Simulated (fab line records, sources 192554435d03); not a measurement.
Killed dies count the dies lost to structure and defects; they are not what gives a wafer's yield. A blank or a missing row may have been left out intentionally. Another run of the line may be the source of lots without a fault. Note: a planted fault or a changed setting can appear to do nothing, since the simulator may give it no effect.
fab line records	flow n5-finfet	part 1 of 2: steps 1 to 3 of 6
[record] lots = 23	wafers = 69	last-day = 20
route steps=1938 shown BEOL_M13@1672
lots that met no fault: taken from a fault-free run of the same line
start-h: start of the lot's first displayed wafer, in hours after the record's first day	wait-h: hours from the lot's prior step to this one	" identical to the entry in the row above	L1.1+2: a row that stands for several wafers	- no value present, or no start provided	* or withheld: withheld	< > ~ a bound
route shown NAME@n: NAME is a module with steps in the file, n the number in the route of the first one	usual: mean/standard deviation of fault-free wafers	same: alike in all rows	chamber/n: place in a boat	sites: readings site by site	_std_site: their standard deviation	_edge_site: inner sites' mean taken away from outer sites' mean	radius-mm: how far each site lies from the wafer's centre	mask NAME#n: copy n	behind: the tool/chamber that last shaped the wafer	hold: why the lot went on hold/how many hours it stayed there/how the hold came to an end	device: the transistor (n, p or np) that didn't switch	end of line: the tests these same wafers got at the end of their route	a step without rows: its recipe alone	killed: dies lost to structure and defects at the first sort, not the wafer's yield	map: shows each die of a wafer: x if killed, . if not, _ if none is there
set.NAME: setting as actually run; set.NAME@STEP: the setting as run at that earlier step	model.NAME: the simulator's own value behind a step, which no gauge read
a sample of lots followed through the steps of the route, with each step as a table and each wafer as a row
services: the hour from which a tool's chamber was out of use, counted from the record's first day as start-h (under 0 if before that day), plus the number of hours and why
[[steps]]
[step N5_BEOL_M13_DESCUM_15]
[recipe] chemistry = O2	time-s = 7.9	source-power-w = 50	bias-power-w = 20	pressure-mtorr = 20	rf-frequency-hz = 2.712e+07	temp-c = 40	o2-flow-sccm = 225
[usual] drypump-motor-current-A = 6.0/0.53	o2-flow-sccm = 225.1/0.66	oes-product-au = 0.79/0.069	rf-vpp-V = 243.1/1.4	showerhead-plenum-p-Torr = 2.09/0.067	throttle-valve-pct = 20.60/0.19
lot.wafer	tool	chamber	start-h	wait-h	drypump-motor-current-A	o2-flow-sccm	oes-product-au	rf-hours-counter-h	rf-vpp-V	showerhead-plenum-p-Torr	throttle-valve-pct
L074.3	rie-diel-01	1	276.15	0.0	6.3	225.8	0.73	172	243.1	2.10	20.54
L074.4	"	3	"	"	6.0	224.7	0.89	34	242.8	2.05	20.54
L074.5	"	3	"	"	6.0	225.6	0.89	-	242.5	2.05	20.54
L075.2	rie-diel-01	2	308.25	0.0	6.4	226.0	0.85	55	246.0	2.20	20.60
L075.4	"	3	"	"	6.0	224.4	0.88	45	241.5	2.04	20.56
L075.6	"	0	"	"	6.7	224.5	0.77	-	240.5	2.02	20.87
L076.1	rie-diel-03	1	315.21	0.0	6.1	224.7	0.72	186	241.8	2.00	20.12
L076.4	"	3	"	"	5.4	224.3	0.84	75	243.2	2.12	20.54
L076.6	"	2	"	"	5.0	225.1	0.73	-	243.6	2.16	20.49
L077.1	rie-diel-01	3	320.13	0.0	6.0	226.0	0.87	48	242.3	2.04	20.57
L077.2	"	0	"	"	6.6	224.6	0.76	135	242.7	2.02	20.89
L077.5	"	3	"	"	6.0	226.1	0.88	-	241.5	2.04	20.56
L078.1	rie-diel-06	2	332.97	0.0	6.4	225.6	0.73	194	242.3	1.99	20.55
L078.3	"	3	"	"	5.2	224.6	0.78	99	244.1	2.12	20.83
L078.4	"	1	"	"	5.2	224.8	0.90	27	244.4	2.14	20.28
L080.1	rie-diel-03	3	336.65	0.2	5.4	224.3	0.83	82	242.9	2.12	20.53
L080.2	"	1	"	"	6.1	224.2	0.70	192	240.7	1.99	20.11
L080.5	"	0	"	"	5.6	225.3	0.69	-	242.4	2.07	20.76
L081.1	rie-diel-01	2	342.85	0.0	6.4	224.6	0.83	65	243.8	2.20	20.59
L081.3	"	1	"	"	6.3	225.4	0.72	193	242.0	2.09	20.59
L081.4	"	0	"	"	6.6	224.8	0.77	142	243.9	2.02	20.88
L083.1	rie-diel-01	3	343.72	0.0	6.0	224.5	0.86	55	242.1	2.04	20.56
L083.5	"	1	"	"	6.3	225.8	0.72	-	243.6	2.09	20.57
L083.6	"	2	"	"	6.4	226.2	0.83	-	244.4	2.20	20.61
L082.3	rie-diel-03	0	350.70	0.3	5.6	224.5	0.69	241	243.7	2.07	20.78
L082.5	"	3	"	"	5.4	225.1	0.83	-	244.2	2.12	20.56
L082.6	"	0	"	"	5.6	224.1	0.69	-	242.2	2.07	20.78
L084.3	rie-diel-06	3	352.38	0.0	5.2	224.9	0.76	106	242.6	2.12	20.83
L084.5	"	3	"	"	5.2	224.9	0.76	-	243.1	2.12	20.84
L084.6	"	0	"	"	6.4	223.5	0.90	-	242.8	2.15	20.54
L086.2	rie-diel-06	1	363.03	0.0	5.2	224.5	0.89	37	245.0	2.13	20.29
L086.3	"	0	"	"	6.5	225.4	0.89	19	243.2	2.15	20.55
L086.6	"	1	"	"	5.2	225.0	0.89	-	242.6	2.13	20.30
L092.2	rie-diel-06	0	365.02	0.0	6.4	225.3	0.88	20	243.4	2.15	20.53
L092.3	"	2	"	"	6.4	224.4	0.73	205	241.2	1.99	20.56
L092.4	"	1	"	"	5.2	224.0	0.88	38	244.5	2.13	20.29
L085.3	rie-diel-01	1	372.60	0.1	6.3	226.1	0.71	202	242.6	2.09	20.57
L085.4	"	0	"	"	6.6	224.6	0.75	151	242.1	2.01	20.91
L085.6	"	2	"	"	6.4	224.5	0.82	-	243.8	2.20	20.63
L088.3	rie-diel-03	0	382.53	0.0	5.6	225.5	0.68	249	242.6	2.06	20.79
L088.5	"	0	"	"	5.5	226.1	0.69	-	244.0	2.06	20.79
L088.6	"	1	"	"	6.1	224.9	0.70	-	243.1	1.99	20.15
L087.3	rie-diel-03	3	387.51	0.0	5.4	224.9	0.82	97	244.2	2.11	20.56
L087.4	"	3	"	"	5.3	225.2	0.82	-	243.8	2.11	20.58
L087.6	"	2	"	"	5.0	225.1	0.71	-	244.9	2.16	20.51
L089.2	rie-diel-01	2	388.04	0.0	6.4	225.1	0.81	79	244.7	2.19	20.63
L089.4	"	3	"	"	6.0	226.7	0.84	68	243.0	2.03	20.59
L089.5	"	1	"	"	6.3	224.8	0.71	-	243.0	2.09	20.59
L090.2	rie-diel-01	0	394.29	0.0	6.6	226.6	0.75	157	241.7	2.01	20.91
L090.4	"	3	"	"	6.0	225.2	0.85	70	243.7	2.03	20.59
L090.5	"	3	"	"	6.0	225.6	0.85	-	241.6	2.03	20.60
L091.1	rie-diel-06	2	400.94	0.5	6.4	224.4	0.72	215	242.0	1.98	20.56
L091.3	"	1	"	"	5.2	225.2	0.87	48	245.3	2.13	20.32
L091.4	"	3	"	"	5.2	225.5	0.76	121	242.6	2.11	20.85
L097.1	rie-diel-06	0	427.28	0.0	6.4	225.2	0.86	39	243.7	2.14	20.57
L097.2	"	2	"	"	6.4	224.6	0.72	223	242.0	1.98	20.58
L097.6	"	3	"	"	5.2	224.6	0.73	-	243.5	2.11	20.86
L096.1	rie-diel-06	2	428.05	0.0	6.4	225.1	0.71	224	241.2	1.98	20.59
L096.3	"	1	"	"	5.2	225.5	0.86	56	244.0	2.13	20.33
L096.6	"	0	"	"	6.4	226.0	0.86	-	244.3	2.14	20.57
L079.1	rie-diel-01	2	428.21	0.0	6.4	226.0	0.80	91	244.1	2.19	20.65
L079.2	"	1	"	"	6.3	224.0	0.69	219	244.2	2.08	20.61
L079.6	"	0	"	"	6.7	225.0	0.74	-	242.7	2.01	20.94
L094.1	rie-diel-06	0	444.91	0.0	6.4	226.0	0.86	45	242.7	2.14	20.57
L094.2	"	2	"	"	6.4	226.4	0.71	229	240.7	1.98	20.60
L094.6	"	1	"	"	5.2	225.5	0.86	-	243.8	2.13	20.35
L095.1	rie-diel-01	1	450.79	0.0	6.3	225.3	0.69	225	242.0	2.08	20.61
L095.4	"	3	"	"	6.0	225.4	0.82	86	242.1	2.03	20.64
L095.6	"	3	"	"	6.0	225.4	0.82	-	243.5	2.03	20.60
[step N5_BEOL_M13_STRIP_64]
[recipe] chemistry = N2/H2	power-w = 1000	temp-c = 250	h2-frac = 0.65	overash-fraction = 0.3	pressure-mtorr = withheld	n2-flow-sccm = 1750	h2-flow-sccm = 3250
[usual] drypump-motor-current-A = 5.23/0.21	heater-power-w = 344/21	oes-product-au = 0.715/0.0046	strip-time-to-endpoint-s = 31.34/0.084
lot.wafer	tool	chamber	start-h	wait-h	drypump-motor-current-A	heater-power-w	oes-product-au	rf-hours-counter-h	strip-time-to-endpoint-s
L074.3	plasma-asher-01	1	276.55	0.0	4.91	320	0.710	-	31.36
L074.4	"	0	"	"	5.38	349	0.724	-	31.38
L074.5	"	0	"	"	5.35	345	0.706	-	31.39
L075.2	plasma-asher-02	1	308.63	0.0	5.33	366	0.716	82	31.41
L075.4	"	1	"	"	5.32	362	0.717	-	31.37
L075.6	"	0	"	"	5.36	353	0.708	-	31.37
L076.1	plasma-asher-01	1	315.59	0.0	4.91	315	0.715	134	31.30
L076.4	"	1	"	"	4.91	314	0.715	-	31.28
L076.6	"	1	"	"	4.90	316	0.710	-	31.27
L077.1	plasma-asher-01	1	320.51	0.0	4.89	310	0.715	135	31.41
L077.2	"	0	"	"	5.34	354	0.714	135	31.35
L077.5	"	1	"	"	4.89	319	0.712	-	31.34
L078.1	plasma-asher-02	0	333.36	0.0	5.42	348	0.720	86	31.40
L078.3	"	1	"	"	5.30	373	0.708	-	31.45
L078.4	"	0	"	"	5.41	348	0.711	-	31.47
L080.1	plasma-asher-01	0	337.03	0.0	5.39	352	0.709	139	31.30
L080.2	"	1	"	"	4.90	312	0.712	139	31.31
L080.5	"	0	"	"	5.36	345	0.720	-	31.33
L081.1	plasma-asher-02	0	343.23	0.0	5.38	350	0.713	88	31.37
L081.3	"	0	"	"	5.39	349	0.718	-	31.29
L081.4	"	1	"	"	5.33	369	0.717	-	31.40
L083.1	plasma-asher-01	0	344.11	0.0	5.37	348	0.712	141	31.48
L083.5	"	1	"	"	4.88	305	0.721	-	31.54
L083.6	"	0	"	"	5.34	355	0.719	-	31.51
L082.3	plasma-asher-01	0	351.11	0.0	5.33	345	0.714	-	31.42
L082.5	"	1	"	"	4.89	317	0.721	-	31.43
L082.6	"	0	"	"	5.38	342	0.707	-	31.52
L084.3	plasma-asher-01	1	352.79	0.0	4.90	310	0.714	-	31.35
L084.5	"	0	"	"	5.37	344	0.698	-	31.39
L084.6	"	1	"	"	4.90	314	0.714	-	31.41
L086.2	plasma-asher-01	1	363.42	0.0	4.90	312	0.712	144	31.38
L086.3	"	1	"	"	4.90	308	0.712	-	31.45
L086.6	"	0	"	"	5.39	347	0.711	-	31.30
L092.2	plasma-asher-02	1	365.41	0.0	5.33	369	0.717	93	31.23
L092.3	"	0	"	"	5.38	351	0.724	-	31.26
L092.4	"	1	"	"	5.32	366	0.721	-	31.28
L085.3	plasma-asher-02	1	373.01	0.0	5.30	376	0.717	-	31.24
L085.4	"	0	"	"	5.37	350	0.719	-	31.31
L085.6	"	0	"	"	5.40	366	0.712	-	31.35
L088.3	plasma-asher-02	0	382.94	0.0	5.42	345	0.716	-	31.36
L088.5	"	1	"	"	5.30	366	0.715	-	31.48
L088.6	"	0	"	"	5.38	346	0.716	-	31.34
L087.3	plasma-asher-01	1	387.91	0.0	4.90	311	0.720	-	31.31
L087.4	"	0	"	"	5.37	344	0.713	-	31.30
L087.6	"	1	"	"	4.90	319	0.716	-	31.36
L089.2	plasma-asher-01	1	388.69	0.0	4.89	312	0.713	150	31.27
L089.4	"	0	"	"	5.39	340	0.708	-	31.22
L089.5	"	1	"	"	4.90	313	0.717	-	31.25
L090.2	plasma-asher-02	1	394.67	0.0	5.31	362	0.716	99	31.27
L090.4	"	1	"	"	5.32	366	0.715	-	31.24
L090.5	"	0	"	"	5.37	352	0.718	-	31.32
L091.1	plasma-asher-01	1	401.32	0.0	4.89	310	0.709	152	31.31
L091.3	"	1	"	"	4.90	314	0.713	-	31.29
L091.4	"	0	"	"	5.38	346	0.706	-	31.25
L097.1	plasma-asher-02	1	427.66	0.0	5.30	372	0.708	104	31.48
L097.2	"	0	"	"	5.39	358	0.715	104	31.45
L097.6	"	1	"	"	5.30	375	0.718	-	31.42
L096.1	plasma-asher-01	1	428.43	0.0	4.89	313	0.712	158	31.13
L096.3	"	0	"	"	5.37	341	0.721	-	31.25
L096.6	"	1	"	"	4.89	310	0.716	-	31.24
L079.1	plasma-asher-02	0	428.59	0.0	5.40	357	0.716	105	31.23
L079.2	"	1	"	"	5.30	367	0.711	105	31.21
L079.6	"	0	"	"	5.38	358	0.716	-	31.15
L094.1	plasma-asher-02	0	445.29	0.0	5.40	361	0.718	108	31.23
L094.2	"	1	"	"	5.32	365	0.717	108	31.14
L094.6	"	0	"	"	5.41	352	0.716	-	31.22
L095.1	plasma-asher-02	0	451.17	0.0	5.40	350	0.714	109	31.39
L095.4	"	0	"	"	5.43	347	0.725	-	31.38
L095.6	"	0	"	"	5.40	346	0.716	-	31.35
[step N5_BEOL_M13_ETCH_68]
[recipe] chemistry = N2/H2	target = SOC	mask-material = SiARC	source-w = 3000	bias-w = 350	temp-c = 40	time-s = 355	ion-energy-ev = 200	pressure-mtorr = 30	n2-flow-sccm = 200	h2-flow-sccm = 200
[usual] drypump-motor-current-A = 5.9/0.56	oes-product-au = 0.79/0.072	rf-vpp-V = 523.6/2.4	showerhead-plenum-p-Torr = 2.53/0.083	throttle-valve-pct = 17.91/0.18
lot.wafer	tool	chamber	start-h	wait-h	drypump-motor-current-A	oes-product-au	rf-hours-counter-h	rf-vpp-V	showerhead-plenum-p-Torr	throttle-valve-pct
L074.3	rie-diel-06	0	277.28	0.1	6.5	0.68	248	526.7	2.61	18.19
L074.4	"	1	"	"	5.2	0.95	8	525.2	2.60	17.53
L074.5	"	1	"	"	5.2	0.95	-	525.9	2.60	17.53
L075.2	rie-diel-01	3	309.51	0.1	6.0	0.87	45	522.2	2.47	17.79
L075.4	"	1	"	"	6.3	0.73	184	522.7	2.53	17.83
L075.6	"	3	"	"	6.0	0.87	-	522.5	2.47	17.80
L076.1	rie-diel-01	2	317.67	0.1	6.4	0.85	58	526.6	2.69	18.07
L076.4	"	3	"	"	6.0	0.87	47	522.2	2.47	17.80
L076.6	"	2	"	"	6.4	0.84	-	528.3	2.69	18.06
L077.1	rie-diel-03	2	321.52	0.1	5.0	0.73	183	527.7	2.63	17.87
L077.2	"	0	"	"	5.6	0.69	233	523.9	2.50	18.06
L077.5	"	0	"	"	5.6	0.69	-	522.4	2.50	18.05
L078.1	rie-diel-06	1	334.22	0.1	5.2	0.90	27	523.2	2.59	17.58
L078.3	"	2	"	"	6.4	0.73	195	522.0	2.42	17.95
L078.4	"	3	"	"	5.2	0.77	99	525.3	2.56	18.11
L080.1	rie-diel-01	0	337.91	0.1	6.6	0.77	140	521.2	2.44	18.14
L080.2	"	1	"	"	6.2	0.72	192	524.3	2.52	17.86
L080.5	"	3	"	"	6.0	0.87	-	522.2	2.47	17.81
L081.1	rie-diel-06	3	343.97	0.1	5.2	0.77	103	523.7	2.56	18.13
L081.3	"	0	"	"	6.5	0.92	13	526.4	2.60	17.82
L081.4	"	2	"	"	6.4	0.74	198	522.6	2.42	17.97
L083.1	rie-diel-03	0	344.85	0.1	5.6	0.68	239	523.1	2.50	18.07
L083.5	"	0	"	"	5.6	0.69	-	522.6	2.50	18.07
L083.6	"	3	"	"	5.4	0.82	-	523.6	2.57	17.88
L082.3	rie-diel-03	3	352.08	0.1	5.4	0.82	87	524.3	2.57	17.90
L082.5	"	3	"	"	5.3	0.83	-	523.2	2.57	17.89
L082.6	"	2	"	"	5.0	0.73	-	525.8	2.63	17.89
L084.3	rie-diel-01	3	353.76	0.1	6.0	0.86	58	521.4	2.47	17.81
L084.5	"	1	"	"	6.3	0.72	-	522.5	2.52	17.86
L084.6	"	0	"	"	6.6	0.76	-	522.5	2.44	18.12
L086.2	rie-diel-01	2	364.66	0.1	6.4	0.81	72	526.3	2.69	18.10
L086.3	"	0	"	"	6.6	0.75	149	521.8	2.44	18.15
L086.6	"	2	"	"	6.4	0.82	-	527.7	2.69	18.09
L092.2	rie-diel-06	3	366.15	0.1	5.2	0.76	110	524.3	2.56	18.14
L092.3	"	1	"	"	5.2	0.88	38	525.4	2.59	17.59
L092.4	"	2	"	"	6.4	0.72	205	521.4	2.42	17.96
L085.3	rie-diel-01	3	373.86	0.1	6.0	0.85	65	519.6	2.46	17.83
L085.4	"	0	"	"	6.7	0.75	152	520.9	2.44	18.16
L085.6	"	0	"	"	6.7	0.75	-	519.8	2.44	18.15
L088.3	rie-diel-01	1	384.16	0.1	6.3	0.71	205	522.9	2.52	17.88
L088.5	"	0	"	"	6.6	0.74	-	519.8	2.43	18.15
L088.6	"	1	"	"	6.3	0.72	-	523.9	2.52	17.89
L087.3	rie-diel-03	1	388.89	0.1	6.1	0.70	207	520.6	2.42	17.63
L087.4	"	1	"	"	6.1	0.70	-	520.9	2.42	17.63
L087.6	"	3	"	"	5.4	0.82	-	525.2	2.57	17.91
L089.2	rie-diel-06	3	389.53	0.1	5.2	0.76	118	524.8	2.56	18.14
L089.4	"	2	"	"	6.4	0.72	212	519.3	2.41	17.98
L089.5	"	2	"	"	6.4	0.72	-	520.6	2.41	17.99
L090.2	rie-diel-03	3	395.41	0.1	5.4	0.81	100	526.3	2.57	17.91
L090.4	"	2	"	"	5.0	0.70	-	526.3	2.62	17.89
L090.5	"	1	"	"	6.1	0.69	-	522.1	2.41	17.65
L091.1	rie-diel-06	0	402.06	0.1	6.4	0.87	32	525.7	2.59	17.85
L091.3	"	2	"	"	6.4	0.72	216	519.4	2.41	17.99
L091.4	"	3	"	"	5.2	0.75	122	523.8	2.55	18.14
L097.1	rie-diel-06	0	428.53	0.1	6.5	0.86	40	525.6	2.59	17.87
L097.2	"	1	"	"	5.2	0.85	56	523.6	2.58	17.61
L097.6	"	0	"	"	6.5	0.86	-	524.8	2.59	17.88
L096.1	rie-diel-03	0	429.78	0.1	5.6	0.94	8	523.3	2.49	17.65
L096.3	"	3	"	"	5.4	0.80	111	525.1	2.56	17.93
L096.6	"	0	"	"	5.6	0.95	-	524.2	2.49	17.65
L079.1	rie-diel-01	0	429.80	0.1	6.6	0.74	168	519.9	2.43	18.19
L079.2	"	1	"	"	6.3	0.70	219	523.8	2.51	17.90
L079.6	"	0	"	"	6.6	0.73	-	520.8	2.43	18.18
L094.1	rie-diel-03	2	446.04	0.1	5.0	0.70	221	525.0	2.61	17.93
L094.2	"	1	"	"	6.1	0.69	224	520.2	2.41	17.67
L094.6	"	0	"	"	5.5	0.93	-	522.6	2.49	17.65
L095.1	rie-diel-06	3	452.05	0.1	5.2	0.74	134	522.7	2.55	18.18
L095.4	"	2	"	"	6.4	0.70	230	519.9	2.41	18.00
L095.6	"	3	"	"	5.2	0.74	-	523.4	2.55	18.17
